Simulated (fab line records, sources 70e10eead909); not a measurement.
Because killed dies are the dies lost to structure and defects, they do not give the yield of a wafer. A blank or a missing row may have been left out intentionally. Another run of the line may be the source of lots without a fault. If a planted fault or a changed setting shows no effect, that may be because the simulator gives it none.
Matching of chambers -- flow nandHarc -- NHARC_A_SGD_CUT_ETCHBACK_24 on rieDiel-03 has 4 sister chambers
The step etches the open film in CH3F/O2, target depth 50 nm, time 92.857 s. 14 wafers are shown with their chamber, then 7 later ones without.

EACH WAFER AND ITS CHAMBER
wafer,chamber,showerheadPlenumPTorr (Torr),rfVppV (V),throttleValvePct (%)
L074.1,3,2.36,243.6,20.661
L074.2,0,2.61,246.0,20.667
L074.3,1,2.38,245.9,20.650
L080.1,0,2.60,245.1,20.672
L080.2,2,2.50,245.3,20.658
L080.6,2,2.50,244.0,20.656
L083.1,0,2.60,245.6,20.673
L083.2,1,2.38,242.8,20.673
L083.6,1,2.38,244.0,20.664
L084.2,2,2.50,245.8,20.661
L084.3,1,2.38,242.8,20.655
L084.6,0,2.60,246.1,20.663
L087.1,0,2.60,246.3,20.671
L087.2,2,2.50,246.1,20.665

SIGNATURES (means of the wafers above)
reading,chamber 0,chamber 1,chamber 2,chamber 3,scatter within a chamber
showerheadPlenumPTorr,2.6020,2.3800,2.5000,2.3600,0.00283
rfVppV,245.820,243.875,245.300,243.600,0.996
throttleValvePct,20.66920,20.66050,20.66000,20.66100,0.00651
Rule: for a wafer and a chamber, the distance is found by dividing, reading by reading, the gap between the wafer's reading and the chamber's mean by the reading's scatter, squaring, summing and taking the root. The wafer belongs to the nearest chamber; if the next one is less than 2 further off, it can't be placed. The scatter: the root of (the sum of the squares of (reading less its chamber's mean) over the shown wafers, divided by (wafers less chambers)).

WAFERS WITH NO CHAMBER GIVEN
wafer,showerheadPlenumPTorr (Torr),rfVppV (V),throttleValvePct (%)
L087.4,2.35,242.1,20.663
L088.2,2.60,246.9,20.654
L088.4,2.38,244.1,20.660
L088.5,2.50,243.5,20.659
L097.2,2.60,246.9,20.668
L097.3,2.49,243.7,20.653
L097.4,2.35,243.6,20.671

CHAMBER TAKEN BY EACH
wafer,from the rows above,in truth
L087.4,3,3
L088.2,0,0
L088.4,1,1
L088.5,2,2
L097.2,0,0
L097.3,2,2
L097.4,3,3
Correct placement for 7 of the 7. Number that these rows cannot place: 0. Wrongly placed: 0.
